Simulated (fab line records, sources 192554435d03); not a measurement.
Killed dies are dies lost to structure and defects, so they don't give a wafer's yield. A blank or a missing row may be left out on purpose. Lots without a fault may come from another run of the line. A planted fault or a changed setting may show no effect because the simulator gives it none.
fab line records | flow n5_finfet
record lots=6 wafers=17 last_day=19
route steps=1938 shown BEOL_M0_SAQP@661 BEOL_M4@1111 PASSIVATION@1936
lots that met no fault: from a run of the same line without faults
start_h: hours from the record's first day to the start of the lot's first wafer shown | wait_h: hours since the lot's step before | " the same as in the row above | L1.1+2: a row that stands for several wafers | - no value, or no start given | * or withheld: withheld | < > ~ a bound
route shown NAME@n: a module of which the file shows steps, and the number in the route of the first | usual: mean/standard deviation of fault-free wafers | same: alike in all rows | chamber/n: place in a boat | sites: the reading at each site | _std_site: their standard deviation | _edge_site: outer sites' mean less inner sites' | radius_mm: how far each site lies from the wafer's centre | mask NAME#n: copy n | behind: the tool/chamber that last shaped the wafer | hold: why the lot was held/for how many hours/how that ended | device: the transistor (n, p or np) that didn't switch | end of line: the same wafers' tests at the end of the route | a step without rows: its recipe alone | killed: dies lost to structure and defects at the first sort, not the wafer's yield | map: a wafer's dies, x killed, . not, _ none there
set.NAME: the setting as run; set.NAME@STEP: as run at that earlier step | model.NAME: the simulator's own value behind a step, which no gauge read
lots at some steps of the route; a table a step, a row a wafer
services: from which hour (start_h, from the record's first day; less than 0 if before it) a tool's chamber was out of use, for how many hours, and why
## steps
# step N5_BEOL_M0_SAQP_SRD_93
# recipe dry=ipa_marangoni time_s=30 temp_c=23 rinse_liquid=diw
# step N5_BEOL_M0_SAQP_RECESS_114
# recipe chemistry=HF/NH3 target=SiO2 target_depth_a=144 afs_cycles=3 temp_c=30 sublimation_temp_c=180 sublimation_time_s=60
# step N5_BEOL_M0_SAQP_SPACER1_ALD_98
# recipe material=SiO2 target_thk_a=128 temp_c=300 ald_precursor_family=BDEAS ald_co_reactant=O2-plasma pulse_time_s=1 purge_time_s=2 co_reactant_purge_time_s=2 ald_cycles=138 pressure_torr=2
# usual chamber_pressure_Torr=2.000/0.0042 heater_power_w=486/64 precursor_pulse_height_rel=1.000/0.018
# columns lot.wafer tool chamber start_h wait_h chamber_pressure_Torr heater_power_w precursor_pulse_height_rel
L278.3 ald_sin-02 0 125.77 0.7 2.006 487 1.013
L278.4 " 2 " " 2.006 642 1.023
L278.6 " 1 " " 2.001 426 0.989
L282.2 ald_sin-03 3 150.83 0.3 1.996 459 1.020
L282.4 " 0 " " 1.993 530 0.990
L282.5 " 2 " " 2.004 489 0.993
L288.2 ald_sin-01 3 186.88 0.6 2.000 478 0.994
L288.3 " 1 " " 2.005 533 0.978
L288.4 " 2 " " 1.992 466 1.025
L292.3 ald_sin-02 1 211.95 0.1 1.998 429 1.014
L292.5 " 3 " " 2.000 433 1.006
L297.2 ald_sin-03 2 245.14 0.3 1.996 502 1.015
L297.3 " 0 " " 2.000 537 0.981
L297.4 " 3 " " 2.006 467 0.999
L298.2 ald_sin-03 2 251.48 0.3 1.994 487 1.008
L298.4 " 3 " " 1.994 461 1.005
L298.6 " 1 " " 1.994 425 0.982
# step N5_BEOL_M0_SAQP_SPACER1_ETCHBACK_99
# recipe chemistry=CHF3/O2 mode=anisotropic_etchback target=SiO2 target_depth_a=154 time_s=7.7 pressure_mtorr=30 source_w=650 bias_w=170 Ar_flow_sccm=200 CHF3_flow_sccm=50 O2_flow_sccm=5 ion_energy_ev=200
# step N5_BEOL_M0_SAQP_MANDREL1_REMOVE_100
# recipe chemistry=HBr/Cl2/O2 bt_time_s=10 target=a-Si stop_on=SiNx endpoint=OES-SiCl over_etch_frac=0.85 icp_w=600 bias_w=30 HBr_flow_sccm=150 Cl2_flow_sccm=80 O2_flow_sccm=5 pressure_mtorr=10
# usual bias_w=30.00/0.093 drypump_motor_current_A=5.9/0.36 oes_product_au=0.999/0.015 throttle_valve_pct=36.73/0.19
# columns lot.wafer tool chamber start_h wait_h bias_w drypump_motor_current_A oes_product_au rf_hours_counter_h throttle_valve_pct
L278.3 rie_si-02 3 126.33 0.1 30.13 5.8 0.973 126 36.69
L278.4 " 0 " " 30.15 5.7 1.016 44 36.74
L278.6 " 0 " " 30.21 5.8 1.006 - 36.74
L282.2 rie_si-06 1 151.40 0.1 29.99 5.3 1.005 1 36.80
L282.4 " 0 " " 30.10 5.9 1.008 8 36.46
L282.5 " 0 " " 29.91 5.9 1.014 - 36.47
L288.2 rie_si-01 3 187.44 0.1 29.87 6.3 0.981 35 36.76
L288.3 " 1 " " 29.97 5.8 1.012 87 36.75
L288.4 " 0 " " 29.95 5.8 1.006 95 36.66
L292.3 rie_si-01 0 212.51 0.1 29.94 5.8 1.002 95 36.65
L292.5 " 1 " " 29.93 5.9 1.004 - 36.74
L297.2 rie_si-01 1 245.97 0.1 30.12 5.8 1.005 88 36.74
L297.3 " 2 " " 30.03 6.2 0.994 145 36.92
L297.4 " 3 " " 30.09 6.3 0.994 36 36.75
L298.2 rie_si-06 1 252.09 0.1 29.97 5.4 1.009 2 36.80
L298.4 " 0 " " 29.78 5.9 1.004 10 36.48
L298.6 " 2 " " 29.96 5.2 1.030 - 36.79
# step N5_BEOL_M0_SAQP_CD_MEAS_25
# recipe target_cd_nm=13.1 landing_energy_ev=1000 detector=se_inlens
# usual cd_nm=12.83/0.22
# columns lot.wafer tool chamber start_h wait_h cd_nm
L278.3 cd_sem-01 0 126.45 0.1 12.68
L278.4 " 0 " " 12.72
L278.6 " 0 " " 12.85
L282.2 cd_sem-02 0 151.51 0.1 13.00
L282.4 " 0 " " 12.89
L282.5 " 0 " " 12.58
L288.2 cd_sem-02 0 187.55 0.1 13.04
L288.3 " 0 " " 12.91
L288.4 " 0 " " 12.88
L292.3 cd_sem-03 0 212.63 0.1 12.68
L292.5 " 0 " " 12.57
L297.2 cd_sem-03 0 246.08 0.1 12.76
L297.3 " 0 " " 12.45
L297.4 " 0 " " 12.97
L298.2 cd_sem-03 0 252.20 0.1 12.72
L298.4 " 0 " " 12.65
L298.6 " 0 " " 12.90
# step N5_BEOL_M0_SAQP_ETCH_101
# recipe chemistry=CH3F/O2 target=SiNx mask_material=SiO2 target_depth_a=299 time_s=42.7 pressure_mtorr=30 source_w=395 bias_w=73 Ar_flow_sccm=150 CH3F_flow_sccm=30 O2_flow_sccm=20 ion_energy_ev=120
# usual bias_w=73.02/0.24 drypump_motor_current_A=5.6/0.43 oes_ar_750_au=0.77/0.069 oes_product_au=0.77/0.073 rf_vpp_V=298/5.3 showerhead_plenum_p_Torr=2.01/0.057 throttle_valve_pct=16.40/0.21
# columns lot.wafer tool chamber start_h wait_h bias_w drypump_motor_current_A oes_ar_750_au oes_product_au rf_hours_counter_h rf_vpp_V showerhead_plenum_p_Torr throttle_valve_pct
L278.3 rie_diel-06 3 126.48 0.0 73.03 5.6 0.73 0.73 168 296 2.07 16.47
L278.4 " 0 " " 73.12 5.2 0.80 0.81 95 305 1.95 16.60
L278.6 " 2 " " 72.59 5.6 0.77 0.77 - 297 2.10 16.43
L282.2 rie_diel-02 1 151.55 0.0 72.80 5.6 0.85 0.86 36 290 1.94 16.30
L282.4 " 0 " " 73.48 5.1 0.72 0.71 - 302 2.09 16.77
L282.5 " 1 " " 73.07 5.6 0.85 0.85 - 291 1.94 16.28
L288.2 rie_diel-02 2 187.59 0.0 72.91 6.0 0.77 0.76 160 296 1.99 16.30
L288.3 " 3 " " 73.16 5.6 0.96 0.96 2 295 1.95 16.03
L288.4 " 1 " " 72.41 5.6 0.83 0.84 49 290 1.94 16.31
L292.3 rie_diel-06 3 212.66 0.0 73.55 5.6 0.72 0.71 190 296 2.07 16.51
L292.5 " 3 " " 73.43 5.7 0.72 0.71 - 294 2.07 16.52
L297.2 rie_diel-05 2 246.12 0.0 72.83 6.2 0.82 0.83 76 308 2.02 16.06
L297.3 " 0 " " 73.03 5.2 0.83 0.82 98 290 1.95 16.14
L297.4 " 3 " " 73.00 5.1 0.97 0.97 2 299 1.98 16.30
L298.2 rie_diel-02 1 252.24 0.0 73.17 5.6 0.81 0.81 68 289 1.93 16.35
L298.4 " 3 " " 73.43 5.6 0.90 0.92 19 296 1.94 16.08
L298.6 " 3 " " 73.12 5.7 0.90 0.92 - 294 1.94 16.06
# step N5_BEOL_M0_SAQP_ETCH_102
# recipe chemistry=CF4 target=SiO2 target_depth_a=40 ion_energy_ev=350 time_s=4.4 pressure_mtorr=10 icp_w=800 bias_w=400 cf4_flow_sccm=80
# step N5_BEOL_M0_SAQP_MANDREL_ETCH_103
# recipe chemistry=HBr/Cl2 target=a-Si target_depth_a=450 bt_time_s=10 stop_on=SiCN mask_material=SiO2 over_etch_frac=0.8 time_s=27 pressure_mtorr=10 icp_w=800 bias_w=75 HBr_flow_sccm=150 Cl2_flow_sccm=80 ends=end_point
# usual bias_w=75.01/0.22 drypump_motor_current_A=5.8/0.45 oes_product_au=0.682/0.0095 throttle_valve_pct=35.47/0.19
# columns lot.wafer tool chamber start_h wait_h bias_w drypump_motor_current_A oes_product_au rf_hours_counter_h throttle_valve_pct
L278.3 rie_si-01 2 126.62 0.0 75.08 6.2 0.684 143 35.66
L278.4 " 0 " " 75.53 5.8 0.679 94 35.35
L278.6 " 0 " " 75.44 5.8 0.685 - 35.35
L282.2 rie_si-02 1 151.68 0.0 74.75 6.4 0.674 58 35.90
L282.4 " 0 " " 74.97 5.8 0.687 45 35.51
L282.5 " 3 " " 75.22 5.8 0.673 - 35.44
L288.2 rie_si-02 3 187.73 0.0 74.97 5.8 0.666 128 35.47
L288.3 " 2 " " 75.48 4.9 0.660 32 35.39
L288.4 " 3 " " 74.57 5.8 0.671 - 35.44
L292.3 rie_si-02 1 212.80 0.0 74.67 6.4 0.683 59 35.87
L292.5 " 2 " " 74.72 4.9 0.679 - 35.39
L297.2 rie_si-06 3 246.27 0.0 74.97 6.2 0.684 62 35.00
L297.3 " 2 " " 74.89 5.2 0.689 88 35.52
L297.4 " 0 " " 75.17 5.9 0.700 10 35.17
L298.2 rie_si-02 0 252.38 0.0 75.04 5.8 0.691 47 35.50
L298.4 " 2 " " 75.61 4.9 0.683 33 35.36
L298.6 " 0 " " 74.99 5.8 0.707 - 35.48
# step N5_BEOL_M0_SAQP_RECESS_104
# recipe chemistry=HF/NH3 target=SiO2 target_depth_a=180 afs_cycles=3 temp_c=30 sublimation_temp_c=180 sublimation_time_s=60
# usual drypump_motor_current_A=5.79/0.3 temp_c=30.01/0.11
# columns lot.wafer tool chamber start_h wait_h drypump_motor_current_A temp_c
L278.3 vapor_etch-01 0 126.82 0.2 6.22 29.88
L278.4 " 1 " " 5.75 29.99
L278.6 " 1 " " 5.72 30.00
L282.2 vapor_etch-02 1 151.76 0.1 5.85 30.11
L282.4 " 0 " " 5.42 30.06
L282.5 " 0 " " 5.39 29.81
L288.2 vapor_etch-02 1 187.81 0.1 5.85 29.99
L288.3 " 1 " " 5.86 29.88
L288.4 " 0 " " 5.38 30.03
L292.3 vapor_etch-02 1 213.00 0.2 5.83 29.93
L292.5 " 0 " " 5.39 30.06
L297.2 vapor_etch-02 0 246.35 0.1 5.41 30.16
L297.3 " 0 " " 5.39 30.11
L297.4 " 1 " " 5.85 30.06
L298.2 vapor_etch-02 1 252.46 0.1 5.85 30.15
L298.4 " 1 " " 5.86 30.01
L298.6 " 0 " " 5.38 30.04
# step N5_BEOL_M0_SAQP_COAT_105
# recipe resist=SOC temp_c=250 time_s=60 spin_rpm=1500 resist_thk_nm=100
# step N5_BEOL_M0_SAQP_ETCH_106
# recipe chemistry=N2/H2 target=SOC target_depth_a=1500 stop_on=SiNx ion_energy_ev=100 bias_w=61 pressure_mtorr=30 source_w=850 n2_flow_sccm=200 h2_flow_sccm=200
# step N5_BEOL_M0_SAQP_ETCH_107
# recipe chemistry=CH3F/O2 target=SiNx target_depth_a=300 mask_material=SOC pressure_mtorr=30 source_w=395 bias_w=73 Ar_flow_sccm=150 CH3F_flow_sccm=30 O2_flow_sccm=20 ion_energy_ev=120
# usual bias_w=73.03/0.23 drypump_motor_current_A=5.6/0.45 oes_ar_750_au=0.76/0.065 oes_product_au=0.76/0.07 rf_vpp_V=298/5.4 showerhead_plenum_p_Torr=2.01/0.054 throttle_valve_pct=16.39/0.22
# columns lot.wafer tool chamber start_h wait_h bias_w drypump_motor_current_A oes_ar_750_au oes_product_au rf_hours_counter_h rf_vpp_V showerhead_plenum_p_Torr throttle_valve_pct model.BEOL_M0_SAQP.feature_depth_nm model.SOC_of_BEOL_M0_SAQP_COAT_105.thk_nm
L278.3 rie_diel-05 1 127.21 0.0 72.85 5.6 0.74 0.73 196 300 2.06 16.26 30.4 10
L278.4 " 2 " " 73.21 6.2 0.86 0.88 44 306 2.03 15.98 30.6 10.4
L278.6 " 0 " " 73.10 5.2 0.86 0.87 - 289 1.96 16.10 30.6 10.4
L282.2 rie_diel-02 1 152.40 0.0 73.03 5.6 0.85 0.85 37 290 1.94 16.28 29.2 16.2
L282.4 " 1 " " 72.81 5.6 0.85 0.85 - 290 1.94 16.29 29.2 16.6
L282.5 " 0 " " 72.96 5.1 0.71 0.70 - 301 2.09 16.76 29.4 14.8
L288.2 rie_diel-05 2 188.32 0.0 73.27 6.2 0.84 0.86 62 308 2.03 16.02 31 9.4
L288.3 " 0 " " 73.05 5.2 0.84 1.13 85 289 1.96 16.16 47 5
L288.4 " 1 " " 73.29 5.6 0.73 0.72 215 300 2.05 16.31 30.6 9.8
L292.3 rie_diel-05 3 213.51 0.0 73.03 5.1 0.69 0.88 249 299 1.98 16.76 44.2 11
L292.5 " 1 " " 72.92 5.6 0.72 0.94 - 298 2.05 16.35 45.8 6
L297.2 rie_diel-02 0 246.85 0.0 72.92 5.1 0.70 0.69 204 302 2.08 16.78 29.4 14.2
L297.3 " 3 " " 73.06 5.6 0.90 0.91 18 293 1.95 16.04 30.8 9.6
L297.4 " 2 " " 72.87 6.0 0.76 0.75 179 298 1.98 16.35 30 10.4
L298.2 rie_diel-06 2 252.97 0.0 72.96 5.6 0.75 0.72 194 296 2.09 16.50 29.4 12.6
L298.4 " 1 " " 73.33 6.5 0.66 0.67 244 300 1.95 16.43 29.6 14
L298.6 " 0 " " 72.65 5.1 0.77 0.77 - 306 1.94 16.66 29.8 13.4
# step N5_BEOL_M0_SAQP_STRIP_108
# recipe chemistry=N2/H2 power_w=500 temp_c=40 pressure_mtorr=50 rf_frequency_hz=6e+07 overash_fraction=0.3 bias_power_w=28 h2_frac=0.5 n2_flow_sccm=300 h2_flow_sccm=300
# step N5_BEOL_M4_RC_MEAS_101
# usual DIBL_N=36.5/1.9 DIBL_P=36.4/2.2 IOFF_N=0.17/0.034 IOFF_P=0.21/0.036 ION_N=678/12 ION_P=462/7.1 SS_N=71.7/0.61 SS_P=73.4/0.71 VT_N=249/3.5 VT_P=-251/3
# columns lot.wafer tool chamber start_h wait_h DIBL_N[mV/V] DIBL_P[mV/V] IOFF_N[nA/um] IOFF_P[nA/um] ION_N[uA/um] ION_P[uA/um] SS_N[mV/dec] SS_P[mV/dec] VT_N[mV] VT_P[mV]
L278.3 prober-01 0 208.96 0.3 35.2 35.4 0.17 0.22 684 468 71.9 73.3 249 -249
L278.4 " 0 " " 35.3 35.8 0.17 0.23 677 470 71.5 73.9 246 -249
L278.6 " 0 " " 35.2 34.8 0.16 0.21 679 466 70.9 72.8 250 -249
L282.2 prober-02 0 238.22 0.2 36.5 36.4 0.17 0.23 671 466 71.7 73.5 248 -246
L282.4 " 0 " " 36.0 35.3 0.16 0.21 675 459 71.6 73.5 248 -253
L282.5 " 0 " " 36.5 35.6 0.17 0.22 676 467 71.7 73.3 247 -247
L288.2 prober-01 0 289.64 0.2 39.4 39.8 0.20 0.22 678 455 72.7 74.0 248 -254
L288.3 " 0 " " 39.5 40.4 0.22 0.25 705 469 71.9 74.3 245 -252
L288.4 " 0 " " 37.7 37.5 0.16 0.19 670 451 72.4 74.2 251 -253
L292.3 prober-01 0 300.15 0.3 37.2 38.2 0.18 0.23 694 471 71.7 73.5 244 -248
L292.5 " 0 " " 36.3 37.2 0.17 0.21 699 473 71.5 72.8 248 -250
L297.2 prober-01 0 334.01 0.2 38.2 38.9 0.22 0.23 683 458 72.1 74.4 244 -248
L297.3 " 0 " " 37.7 37.7 0.19 0.20 680 456 71.4 73.8 246 -250
L297.4 " 0 " " 32.8 32.9 0.12 0.15 671 462 70.5 71.9 251 -255
L298.2 prober-01 0 347.86 0.2 34.2 32.5 0.13 0.18 671 463 71.7 73.3 252 -253
L298.4 " 0 " " 35.5 34.0 0.16 0.20 673 467 70.7 74.2 249 -252
L298.6 " 0 " " 35.3 33.4 0.15 0.18 683 462 71.6 73.3 251 -252
# step N5_PASSIVATION_PROBE_49
# usual defect_limited_yield=91.0/1.5 killed_at_M0_to_M3=35/11 killed_at_M4_up=13/5 killed_at_contacts=12/5.9 killed_at_front_end=42/13 killed_at_other=3/3.2 killed_dies=106/18 killed_open=69/13 killed_short=35/8.9 sort_bin_5_function=5.2/0.95 sort_bin_6_memory=3.3/0.71 sort_n_pass=1074/18 sort_yield_pct=91.0/1.5
# same gross_dies=1180 killed_at_back_side=0 sort_bin_4_leakage[%]=0 sort_bin_8_speed[%]=0
# columns lot.wafer tool chamber start_h wait_h defect_limited_yield[%] killed_at_M0_to_M3 killed_at_M4_up killed_at_contacts killed_at_front_end killed_at_other killed_dies killed_open killed_short sort_bin_5_function[%] sort_bin_6_memory[%] sort_n_pass sort_yield_pct[%]
L278.3 prober-01 - 323.93 0.1 90.2 27 14 11 62 2 116 78 37 5.7 3.6 1064 90.2
L278.4 prober-01 - 323.98 0.2 90.9 33 3 22 48 1 107 76 30 4.6 4.0 1073 90.9
L278.6 prober-01 - 324.08 0.3 90.6 27 19 20 43 2 111 69 42 5.1 3.9 1069 90.6
L282.2 prober-01 - 344.95 0.1 88.0 34 21 12 74 1 142 98 44 6.9 4.4 1038 88.0
L282.4 prober-01 - 345.05 0.2 90.5 37 15 12 47 1 112 60 49 5.3 3.8 1068 90.5
L282.5 prober-01 - 345.10 0.2 93.2 11 13 12 43 1 80 50 28 3.9 2.8 1100 93.2
L292.3 prober-02 - 414.19 0.1 90.1 40 18 6 50 3 117 76 31 5.8 2.8 1063 90.1
L292.5 prober-02 - 414.29 0.2 91.4 27 16 8 48 3 102 67 30 5.0 3.1 1078 91.4
L297.2 prober-02 - 444.96 0.1 92.8 34 7 13 30 1 85 56 29 4.7 2.4 1095 92.8
L297.3 prober-02 - 445.01 0.1 88.0 63 16 15 46 2 142 90 48 7.7 4.0 1038 88.0
L297.4 prober-02 - 445.06 0.2 90.6 53 9 16 33 0 111 61 43 4.4 3.7 1069 90.6
# killed by level:class
L278.3 FIN_SAQP:geometric_particle:open=18 FIN_SAQP:geometric_particle:short=15 STI_FIN_REVEAL:geometric_particle:open=11 BEOL_M1:geometric_particle:open=11 MOL_CONTACT_COAG:geometric_particle:open=8 BEOL_M5:geometric_particle:open=6 BEOL_M0_SAQP:geometric_particle:open=5 BEOL_M4:geometric_particle:open=4
L278.4 MOL_CONTACT_COAG:geometric_particle:open=21 STI_FIN_REVEAL:geometric_particle:open=12 FIN_SAQP:geometric_particle:open=11 BEOL_M3:geometric_particle:open=10 FIN_SAQP:geometric_particle:short=8 BEOL_M2:geometric_particle:open=5 BEOL_M0:geometric_particle:open=4 BEOL_M0_SAQP:geometric_particle:short=4
L278.6 FIN_SAQP:geometric_particle:open=14 MOL_CONTACT_COAG:geometric_particle:open=14 FIN_SAQP:geometric_particle:short=10 BEOL_M3:geometric_particle:open=8 MOL_CONTACT_COAG:geometric_particle:short=6 BEOL_M1:geometric_particle:open=6 BEOL_M2:geometric_particle:open=5 BEOL_M4:geometric_particle:open=4
L282.2 STI_FIN_REVEAL:geometric_particle:open=29 BEOL_M2:geometric_particle:open=14 MOL_CONTACT_COAG:geometric_particle:open=10 FIN_SAQP:geometric_particle:short=9 BEOL_M3:geometric_particle:open=9 GATE_CUT:geometric_particle:short=9 FIN_SAQP:geometric_particle:open=8 STI_FIN_REVEAL:geometric_particle:short=5
L282.4 BEOL_M0_SAQP:geometric_particle:short=17 STI_FIN_REVEAL:geometric_particle:open=11 GATE_CUT:geometric_particle:short=11 MOL_CONTACT_COAG:geometric_particle:open=10 BEOL_M4:geometric_particle:open=6 GATE_CUT:geometric_particle:open=5 BEOL_M3:geometric_particle:open=5 FIN_SAQP:geometric_particle:short=4
L282.5 STI_FIN_REVEAL:geometric_particle:open=13 MOL_CONTACT_COAG:geometric_particle:open=9 GATE_CUT:geometric_particle:short=8 GATE_CUT:geometric_particle:open=6 BEOL_M2:geometric_particle:open=6 STI_FIN_REVEAL:geometric_particle:short=5 STARTING-WAFER:geometric_particle:short=5 BEOL_M1:geometric_particle:open=4
L292.3 BEOL_M0_SAQP:geometric_particle:short=10 HKMG_FIN:area_etch=10 STI_FIN_REVEAL:geometric_particle:open=9 BEOL_M3:geometric_particle:open=9 BEOL_M0_SAQP:geometric_particle:open=9 BEOL_M4:geometric_particle:open=9 FIN_SAQP:geometric_particle:open=8 MOL_CONTACT_COAG:geometric_particle:open=5
L292.5 DUMMY_GATE:geometric_particle:open=11 FIN_SAQP:geometric_particle:open=10 FIN_SAQP:geometric_particle:short=8 MOL_CONTACT_COAG:geometric_particle:open=7 BEOL_M4:geometric_particle:open=7 BEOL_M0_SAQP:geometric_particle:open=6 BEOL_M0_SAQP:geometric_particle:short=5 BEOL_M3:geometric_particle:open=5
L297.2 MOL_CONTACT_COAG:geometric_particle:open=10 BEOL_M0_SAQP:geometric_particle:open=9 BEOL_M1:geometric_particle:open=9 FIN_SAQP:geometric_particle:short=6 STI_FIN_REVEAL:geometric_particle:open=6 BEOL_M0_SAQP:geometric_particle:short=6 GATE_CUT:geometric_particle:short=5 BEOL_M4:geometric_particle:open=3
L297.3 BEOL_M0_SAQP:geometric_particle:short=23 STI_FIN_REVEAL:geometric_particle:open=21 BEOL_M1:geometric_particle:open=16 MOL_CONTACT_COAG:geometric_particle:open=13 BEOL_M0_SAQP:geometric_particle:open=11 BEOL_M4:geometric_particle:open=7 FIN_SAQP:geometric_particle:open=5 BEOL_M3:geometric_particle:open=5
L297.4 BEOL_M0_SAQP:geometric_particle:short=17 MOL_CONTACT_COAG:geometric_particle:open=13 BEOL_M0_SAQP:geometric_particle:open=13 BEOL_M1:geometric_particle:open=7 HKMG_FIN:area_etch=6 FIN_SAQP:geometric_particle:short=5 FIN_SAQP:geometric_particle:open=5 STI_FIN_REVEAL:geometric_particle:open=5
## services
# columns tool chamber start_h hours kind
ald_sin-01 2 105.64 5.0 repair
rie_diel-02 0 110.40 10.7 repair
rie_diel-02 - 134.86 0.7 repair
ald_sin-01 0 135.09 3.7 repair
ald_sin-03 1 147.19 7.9 repair
rie_diel-02 3 147.66 - clean
rie_diel-02 3 147.66 - consumable_replace:focus_ring
rie_diel-02 3 147.66 33.6 scheduled_down
rie_diel-02 3 147.66 33.6 vent_cycle
rie_si-01 1 167.47 8.7 repair
ald_sin-02 1 169.32 4.6 repair
rie_si-02 1 185.99 5.2 repair
vapor_etch-01 1 190.54 18.7 repair
rie_si-06 - 197.51 14.6 pm
rie_diel-02 3 205.74 6.4 repair
rie_diel-02 0 207.35 34.2 repair
ald_sin-03 3 222.60 5.0 repair
rie_diel-05 3 225.33 - clean
rie_diel-05 3 225.33 - consumable_replace:focus_ring
rie_diel-05 3 225.33 13.3 scheduled_down
rie_diel-05 3 225.33 13.3 vent_cycle
rie_si-02 - 229.38 2.8 pm
rie_si-02 3 234.04 5.1 repair
ald_sin-03 - 252.95 0.7 repair
## key
first_sign step=N5_BEOL_M0_SAQP_ETCH_107 reading=oes_product_au direction=up sigmas=3.2 usual=0.76 struck=0.99
effect none on later readings
model_effect step=N5_BEOL_M0_SAQP_ETCH_107 value=BEOL_M0_SAQP.feature_depth_nm without=29.73 struck=45.67
met_at N5_BEOL_M0_SAQP_ETCH_107
struck_wafers L288.3,L292.3,L292.5
baseline_loss step=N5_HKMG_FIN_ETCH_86 wafers=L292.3
onset_between 127.21 188.32
fault kind=process_parameter_drift tool=rie_diel-05 chamber=- onset_h=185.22 steps=N5_BEOL_M0_SAQP_ETCH_107 channel=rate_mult offset=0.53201 shape=step end_h=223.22 scope=struck_wafers_only
# baseline_loss: these wafers lose ten dies or more at that step, a loss of the line's own and not of a fault; the sort's usual values leave them out
